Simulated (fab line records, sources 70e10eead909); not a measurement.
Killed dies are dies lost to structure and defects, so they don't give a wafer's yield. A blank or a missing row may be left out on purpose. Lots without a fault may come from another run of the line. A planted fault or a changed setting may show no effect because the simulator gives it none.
fab line records | flow nand_harc
record lots=7 wafers=19 last_day=31
route steps=1302 shown A_ONON_D1@432
lots that met no fault: from a run of the same line without faults
start_h: hours from the record's first day to the start of the lot's first wafer shown | wait_h: hours since the lot's step before | " the same as in the row above | L1.1+2: a row that stands for several wafers | - no value, or no start given | * or withheld: withheld | < > ~ a bound
route shown NAME@n: a module of which the file shows steps, and the number in the route of the first | usual: mean/standard deviation of fault-free wafers | same: alike in all rows | chamber/n: place in a boat | sites: the reading at each site | _std_site: their standard deviation | _edge_site: outer sites' mean less inner sites' | radius_mm: how far each site lies from the wafer's centre | mask NAME#n: copy n | behind: the tool/chamber that last shaped the wafer | hold: why the lot was held/for how many hours/how that ended | device: the transistor (n, p or np) that didn't switch | end of line: the same wafers' tests at the end of the route | a step without rows: its recipe alone | killed: dies lost to structure and defects at the first sort, not the wafer's yield | map: a wafer's dies, x killed, . not, _ none there
set.NAME: the setting as run; set.NAME@STEP: as run at that earlier step | model.NAME: the simulator's own value behind a step, which no gauge read
lots at some steps of the route; a table a step, a row a wafer
services: from which hour (start_h, from the record's first day; less than 0 if before it) a tool's chamber was out of use, for how many hours, and why
## steps
# step NHARC_A_ONON_D1_DEP_12
# recipe target_thk_a=10000 n2_flow_sccm=2750 n2o_flow_sccm=2000 nh3_flow_sccm=500 sih4_flow_sccm=210 temp_c=400
# step NHARC_A_ONON_D1_THK_MEAS_14
# recipe thk_meas_gauge=ellipsometry
# usual thk_nm=1002/10
# columns lot.wafer tool chamber start_h wait_h thk_nm
L852.2 film_metro-01 - 168.20 - 1013
L852.3 " - " " 1011
L852.4 " - " " 1013
L856.3 film_metro-02 - 206.69 - 1006
L856.4 " - " " 1003
L856.6 " - " " 1004
L859.1 film_metro-02 - 230.96 - 997
L859.3 " - " " 997
L860.3 film_metro-01 - 239.05 - 989
L860.6 " - " " 992
L865.1 film_metro-02 - 306.95 - 1012
L865.5 " - " " 1012
L865.6 " - " " 1011
L866.2 film_metro-01 - 306.97 - 1009
L866.3 " - " " 1011
L866.4 " - " " 1010
L870.2 film_metro-01 - 341.10 - 1002
L870.4 " - " " 1000
L870.5 " - " " 1002
# step NHARC_A_ONON_D1_ANNEAL_15
# recipe temp_c=750 time_s=3600
# step NHARC_A_ONON_D1_DEP_16
# recipe target_thk_a=10000 n2_flow_sccm=2750 n2o_flow_sccm=2000 nh3_flow_sccm=500 sih4_flow_sccm=210 temp_c=400
# step NHARC_A_ONON_D1_THK_MEAS_18
# recipe thk_meas_gauge=ellipsometry
# usual thk_nm=1002/11
# columns lot.wafer tool chamber start_h wait_h thk_nm
L852.2 film_metro-01 - 176.43 - 1007
L852.3 " - " " 1007
L852.4 " - " " 1006
L856.3 film_metro-01 - 214.47 - 995
L856.4 " - " " 995
L856.6 " - " " 997
L859.1 film_metro-02 - 239.85 - 1001
L859.3 " - " " 1001
L860.3 film_metro-02 - 247.73 - 1016
L860.6 " - " " 1017
L866.2 film_metro-01 - 316.98 - 1012
L866.3 " - " " 1011
L866.4 " - " " 1012
L865.1 film_metro-01 - 317.19 - 998
L865.5 " - " " 999
L865.6 " - " " 999
L870.2 film_metro-02 - 350.30 - 1010
L870.4 " - " " 1012
L870.5 " - " " 1012
# step NHARC_A_ONON_D1_DEP_19
# recipe target_thk_a=10000 n2_flow_sccm=2750 n2o_flow_sccm=2000 nh3_flow_sccm=500 sih4_flow_sccm=210 temp_c=400
# step NHARC_A_ONON_D1_THK_MEAS_21
# recipe thk_meas_gauge=ellipsometry
# usual thk_nm=1002/7.2
# columns lot.wafer tool chamber start_h wait_h thk_nm
L852.2 film_metro-01 - 176.99 - 1004
L852.3 " - " " 1005
L852.4 " - " " 1004
L856.3 film_metro-02 - 215.03 - 1006
L856.4 " - " " 1006
L856.6 " - " " 1006
L859.1 film_metro-02 - 240.42 - 993
L859.3 " - " " 994
L860.3 film_metro-01 - 248.30 - 987
L860.6 " - " " 988
L866.2 film_metro-02 - 317.55 - 1010
L866.3 " - " " 1010
L866.4 " - " " 1011
L865.1 film_metro-02 - 317.76 - 1008
L865.5 " - " " 1010
L865.6 " - " " 1008
L870.2 film_metro-01 - 350.86 - 997
L870.4 " - " " 995
L870.5 " - " " 996
# step NHARC_A_ONON_D1_DEP_22
# recipe target_thk_a=10000 n2_flow_sccm=2750 n2o_flow_sccm=2000 nh3_flow_sccm=500 sih4_flow_sccm=210 temp_c=400
# step NHARC_A_ONON_D1_THK_MEAS_24
# recipe thk_meas_gauge=ellipsometry
# usual thk_nm=997/11
# columns lot.wafer tool chamber start_h wait_h thk_nm
L852.2 film_metro-02 - 177.56 - 1006
L852.3 " - " " 1007
L852.4 " - " " 1006
L856.3 film_metro-02 - 215.59 - 1009
L856.4 " - " " 1007
L856.6 " - " " 1007
L859.1 film_metro-01 - 240.98 - 999
L859.3 " - " " 998
L860.3 film_metro-02 - 248.86 - 994
L860.6 " - " " 992
L866.2 film_metro-02 - 318.12 - 985
L866.3 " - " " 986
L866.4 " - " " 986
L865.1 film_metro-02 - 318.33 - 1014
L865.5 " - " " 1013
L865.6 " - " " 1012
L870.2 film_metro-02 - 351.43 - 1010
L870.4 " - " " 1008
L870.5 " - " " 1012
# step NHARC_A_ONON_D1_DEP_25
# recipe target_thk_a=10000 n2_flow_sccm=2750 n2o_flow_sccm=2000 nh3_flow_sccm=500 sih4_flow_sccm=210 temp_c=400
# step NHARC_A_ONON_D1_THK_MEAS_27
# recipe thk_meas_gauge=ellipsometry
# usual thk_nm=999/7.3
# columns lot.wafer tool chamber start_h wait_h thk_nm
L852.2 film_metro-02 - 178.12 - 993
L852.3 " - " " 992
L852.4 " - " " 993
L856.3 film_metro-02 - 216.16 - 1007
L856.4 " - " " 1006
L856.6 " - " " 1005
L859.1 film_metro-02 - 241.55 - 1003
L859.3 " - " " 1003
L860.3 film_metro-01 - 249.43 - 994
L860.6 " - " " 993
L866.2 film_metro-01 - 318.69 - 991
L866.3 " - " " 991
L866.4 " - " " 991
L865.1 film_metro-01 - 318.89 - 1008
L865.5 " - " " 1007
L865.6 " - " " 1006
L870.2 film_metro-01 - 352.00 - 1000
L870.4 " - " " 998
L870.5 " - " " 999
# step NHARC_A_ONON_D1_DEP_28
# recipe target_thk_a=10000 n2_flow_sccm=2750 n2o_flow_sccm=2000 nh3_flow_sccm=500 sih4_flow_sccm=210 temp_c=400
# columns lot.wafer tool chamber start_h wait_h
L852.2+3+4 pecvd_onon-01 0 178.24 0.1
L856.3+4+6 pecvd_onon-01 0 216.33 0.2
L859.1+3 pecvd_onon-01 0 241.61 0.1
L860.3+6 pecvd_onon-01 0 249.60 0.2
L866.2+3+4 pecvd_onon-03 0 318.80 0.1
L865.1+5+6 pecvd_onon-01 0 318.95 0.1
L870.2+4+5 pecvd_onon-03 0 352.12 0.1
# step NHARC_A_ONON_D1_THK_MEAS_30
# recipe thk_meas_gauge=ellipsometry
# usual thk_nm=1006/9.6
# columns lot.wafer tool chamber start_h wait_h thk_nm
L852.2 film_metro-01 - 178.69 - 1007
L852.3 " - " " 1010
L852.4 " - " " 1009
L856.3 film_metro-02 - 216.72 - 724
L856.4 " - " " 1020
L856.6 " - " " 724
L859.1 film_metro-02 - 242.11 - 997
L859.3 " - " " 701
L860.3 film_metro-02 - 250.00 - 724
L860.6 " - " " 722
L866.2 film_metro-01 - 319.25 - 1001
L866.3 " - " " 1002
L866.4 " - " " 1000
L865.1 film_metro-01 - 319.47 - 1002
L865.5 " - " " 1003
L865.6 " - " " 1002
L870.2 film_metro-02 - 352.57 - 1011
L870.4 " - " " 1012
L870.5 " - " " 1011
# step NHARC_A_ONON_D1_DEP_33
# recipe target_thk_a=2000 temp_c=400 pressure_torr=6.5 rf_w=900 teos_flow_sccm=161.4 flow_sccm=2650 target_thk_nm=200 gas=O2 material=SiO2
# usual heater_power_outer_w=334/58 heater_power_w=602/81 throttle_valve_pct=15.8/0.53
# columns lot.wafer tool chamber start_h wait_h heater_power_outer_w heater_power_w throttle_valve_pct
L852.3 pecvd-03 0 178.79 0.1 322 539 15.9
L852.2 " 1 " " 329 632 15.8
L852.4 " 1 " " 327 645 16.2
L856.3 pecvd-03 0 216.83 0.1 315 530 15.7
L856.6 " 0 " " 318 549 15.8
L856.4 " 1 " " 237 496 16.3
L859.3 pecvd-03 1 242.17 0.1 265 543 16.7
L859.1 " 2 " " 281 531 14.9
L860.3 pecvd-04 0 250.10 0.1 331 651 16.0
L860.6 " 2 " " 366 719 16.1
L866.3 pecvd-03 1 319.31 0.1 290 577 16.8
L866.2 " 0 " " 401 645 16.0
L866.4 " 1 " " 288 587 16.6
L865.1 pecvd-04 0 319.57 0.1 296 586 16.5
L865.5 " 2 " " 355 710 15.9
L865.6 " 1 " " 345 561 16.4
L870.2 pecvd-01 2 352.72 0.1 339 621 15.2
L870.5 " 0 " " 296 521 15.8
L870.4 " 2 " " 359 625 15.4
## services
# columns tool chamber start_h hours kind
pecvd-04 - 166.00 0.3 repair
pecvd-03 - 185.00 13.0 pm
pecvd-03 0 185.00 13.0 vent_cycle
pecvd-03 1 185.00 13.0 vent_cycle
pecvd-03 2 185.00 13.0 vent_cycle
pecvd-03 0 198.00 - clean
pecvd-03 1 198.00 - clean
pecvd-03 2 198.00 - clean
pecvd_onon-03 - 227.00 13.0 pm
pecvd-04 - 262.38 0.4 repair
pecvd-01 - 268.25 1.7 repair
pecvd-04 - 269.29 13.0 pm
pecvd-04 0 269.29 13.0 vent_cycle
pecvd-04 1 269.29 13.0 vent_cycle
pecvd-04 2 269.29 13.0 vent_cycle
pecvd_onon-01 - 269.42 13.0 pm
pecvd-04 0 282.29 - clean
pecvd-04 1 282.29 - clean
pecvd-04 2 282.29 - clean
pecvd-01 - 311.23 13.0 pm
pecvd-01 0 311.23 13.0 vent_cycle
pecvd-01 1 311.23 13.0 vent_cycle
pecvd-04 0 340.78 10.6 repair
pecvd-01 2 342.86 3.7 repair
## key
first_sign step=NHARC_A_ONON_D1_THK_MEAS_30 reading=thk_nm direction=down sigmas=30 usual=1006 struck=719
effect none on later readings
met_at NHARC_A_ONON_D1_DEP_28
struck_wafers L856.3,L856.6,L859.3,L860.3,L860.6
sort_left_out L856.3,L856.6,L859.3,L860.3,L860.6
tester_left_out L856,L859,L860
onset_between 178.24 216.33
fault kind=process_parameter_drift tool=pecvd_onon-01 chamber=- onset_h=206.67 steps=NHARC_A_ONON_D1_DEP_28 channel=target_thk_a offset=* shape=step end_h=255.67 scope=struck_wafers_only acts_in=* stated=*
# tester_left_out: of these lots the tester's yield and bins aren't shown, on N5 and GAA mostly nor the transistor test; their killed dies are dies lost to structure and defects alone, not to doping, threshold or leakage, so they don't give the yield
# sort_left_out: the simulated sort isn't trusted on such a fault, so these wafers' sort isn't shown, and their yield isn't known
